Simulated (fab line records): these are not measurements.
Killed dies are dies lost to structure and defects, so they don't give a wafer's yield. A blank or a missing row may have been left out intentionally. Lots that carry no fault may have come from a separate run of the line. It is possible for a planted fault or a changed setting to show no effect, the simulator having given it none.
Chamber matching | flow n5_finfet | N5_BEOL_M11_ETCH_62 on rie_diel-03 has 4 sister chambers
The step etches SOC in N2/H2, target depth 110 nm, overetch 22 nm, time 165 s. 16 wafers are shown with their chamber, then 8 later ones without.

WAFERS, EACH WITH ITS CHAMBER
wafer  | chamber | drypump_motor_current_A (A) | throttle_valve_pct (%) | showerhead_plenum_p_Torr (Torr)
L074.2 | 1       | 6.6                         | 17.90                  | 2.62
L074.3 | 3       | 5.7                         | 17.69                  | 2.59
L074.4 | 0       | 5.7                         | 17.30                  | 2.49
L080.3 | 0       | 5.7                         | 17.31                  | 2.49
L080.4 | 2       | 6.4                         | 17.73                  | 2.70
L080.5 | 1       | 6.6                         | 17.91                  | 2.61
L082.1 | 2       | 6.4                         | 17.71                  | 2.70
L082.4 | 0       | 5.7                         | 17.30                  | 2.49
L082.6 | 1       | 6.6                         | 17.91                  | 2.61
L081.3 | 0       | 5.7                         | 17.31                  | 2.48
L081.5 | 0       | 5.6                         | 17.30                  | 2.48
L081.6 | 1       | 6.6                         | 17.92                  | 2.61
L085.3 | 1       | 6.6                         | 17.91                  | 2.61
L085.5 | 1       | 6.6                         | 17.92                  | 2.61
L085.6 | 2       | 6.4                         | 17.74                  | 2.70
L084.1 | 2       | 6.4                         | 17.74                  | 2.70

SIGNATURES, as means of the wafers listed above
reading                  | chamber 0 | chamber 1 | chamber 2 | chamber 3 | scatter within a chamber
drypump_motor_current_A  | 5.680     | 6.600     | 6.400     | 5.700     | 0.0258
throttle_valve_pct       | 17.3040   | 17.9117   | 17.7300   | 17.6900   | 0.00914
showerhead_plenum_p_Torr | 2.4860    | 2.6117    | 2.7000    | 2.5900    | 0.00412
Rule: for each reading, subtract the chamber's mean from the wafer's reading, divide by that reading's scatter and square the result; add these up over the readings and take the root, which gives the wafer's distance from the chamber. The wafer belongs to the nearest chamber; if the next one is less than 2 further off, it can't be placed. How the scatter is found: for the shown wafers, subtract from each reading the mean of its chamber, square and add these, divide the total by (wafers less chambers), then take the root.

WAFERS WITHOUT THEIR CHAMBER
wafer  | drypump_motor_current_A (A) | throttle_valve_pct (%) | showerhead_plenum_p_Torr (Torr)
L084.2 | 5.7                         | 17.33                  | 2.48
L084.6 | 5.6                         | 17.33                  | 2.48
L092.2 | 6.4                         | 17.76                  | 2.69
L092.4 | 6.4                         | 17.77                  | 2.69
L092.5 | 5.6                         | 17.34                  | 2.48
L097.3 | 5.7                         | 17.77                  | 2.57
L097.4 | 5.7                         | 17.36                  | 2.47
L097.6 | 5.7                         | 17.36                  | 2.47

WHICH CHAMBER EACH WENT THROUGH
wafer  | from the rows above | in truth
L084.2 | 0                   | 0
L084.6 | 0                   | 0
L092.2 | 2                   | 2
L092.4 | 2                   | 2
L092.5 | 0                   | 0
L097.3 | 3                   | 3
L097.4 | 0                   | 0
L097.6 | 0                   | 0
8 of 8 placed correctly. Can't be placed from these rows: 0. 0 placed wrongly.
